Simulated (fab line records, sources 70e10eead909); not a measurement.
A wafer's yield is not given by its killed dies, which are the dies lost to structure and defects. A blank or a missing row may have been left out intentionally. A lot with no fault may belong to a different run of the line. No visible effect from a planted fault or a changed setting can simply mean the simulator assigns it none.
Chamber matching | flow nand harc | NHARC_A_SLIT_DESCUM_14 on rie diel-02: 4 sister chambers
The step chemistry O2, time 3 s. 24 wafers are shown with their chamber, then 12 later ones without.

WAFERS PAIRED WITH THEIR CHAMBERS
wafer  | chamber | drypump motor current A (A) | oes product au (a.u.) | rf vpp V (V)
L075.2 | 0       | 5.7                         | 1.008                 | 58.7
L075.3 | 2       | 5.5                         | 0.994                 | 58.1
L075.6 | 2       | 5.5                         | 0.997                 | 58.1
L077.1 | 0       | 5.6                         | 1.009                 | 58.7
L077.5 | 3       | 5.6                         | 0.983                 | 55.4
L077.6 | 2       | 5.5                         | 1.000                 | 58.5
L081.1 | 3       | 5.6                         | 0.998                 | 58.4
L081.3 | 2       | 5.5                         | 0.990                 | 57.2
L081.4 | 0       | 5.7                         | 1.011                 | 58.7
L085.3 | 0       | 5.7                         | 1.003                 | 57.7
L085.4 | 2       | 5.4                         | 0.980                 | 58.5
L085.5 | 3       | 5.6                         | 0.982                 | 56.9
L083.1 | 1       | 5.9                         | 1.004                 | 56.0
L083.3 | 2       | 5.5                         | 1.003                 | 59.1
L083.6 | 1       | 5.9                         | 1.008                 | 56.8
L087.1 | 1       | 5.9                         | 0.989                 | 57.2
L087.2 | 2       | 5.4                         | 1.006                 | 59.3
L087.6 | 0       | 5.7                         | 1.013                 | 56.7
L086.1 | 3       | 5.6                         | 0.990                 | 56.9
L086.4 | 1       | 5.8                         | 1.010                 | 57.3
L086.6 | 2       | 5.5                         | 0.994                 | 57.9
L090.1 | 0       | 5.7                         | 1.016                 | 56.8
L090.2 | 1       | 5.9                         | 1.004                 | 57.7
L090.4 | 3       | 5.5                         | 0.988                 | 57.1

SIGNATURES (means of the wafers above)
reading                 | chamber 0 | chamber 1 | chamber 2 | chamber 3 | scatter within a chamber
drypump motor current A | 5.683     | 5.880     | 5.475     | 5.580     | 0.0443
oes product au          | 1.01000   | 1.00300   | 0.99550   | 0.98820   | 0.00707
rf vpp V                | 57.883    | 57.000    | 58.337    | 56.940    | 0.835
Rule: for each reading, subtract the chamber's mean from the wafer's reading, divide by that reading's scatter and square the result; add these up over the readings and take the root, which gives the wafer's distance from the chamber. The wafer belongs to the nearest chamber; if the next one is less than 2 further off, it can't be placed. The scatter: take each reading less its chamber's mean, square it, sum over the shown wafers, divide by the number of wafers less the number of chambers, and take the root.

WAFERS WITH NO CHAMBER GIVEN
wafer  | drypump motor current A (A) | oes product au (a.u.) | rf vpp V (V)
L093.1 | 5.9                         | 1.010                 | 56.8
L093.2 | 5.6                         | 0.992                 | 57.8
L093.3 | 5.7                         | 1.016                 | 57.7
L094.3 | 5.4                         | 1.003                 | 57.8
L094.4 | 5.9                         | 1.020                 | 57.0
L094.6 | 5.9                         | 1.014                 | 57.3
L096.2 | 5.4                         | 1.004                 | 57.3
L096.4 | 5.5                         | 1.001                 | 57.0
L096.5 | 5.7                         | 1.017                 | 58.7
L095.1 | 5.6                         | 1.002                 | 58.0
L095.2 | 5.5                         | 0.994                 | 58.0
L095.6 | 5.6                         | 1.008                 | 57.6

CHAMBER TAKEN BY EACH
wafer  | from the rows above          | in truth
L093.1 | 1                            | 1
L093.2 | can't be placed: 3 or 2 or 0 | 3
L093.3 | 0                            | 0
L094.3 | 2                            | 2
L094.4 | 1                            | 1
L094.6 | 1                            | 1
L096.2 | 2                            | 2
L096.4 | can't be placed: 2 or 3      | 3
L096.5 | 0                            | 0
L095.1 | can't be placed: 0 or 3 or 2 | 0
L095.2 | can't be placed: 2 or 3      | 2
L095.6 | can't be placed: 0 or 3 or 2 | 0
Placed correctly: 7 of 12. These rows do not allow placing 5 (true chamber among the candidates in 5). Number placed wrongly: 0.
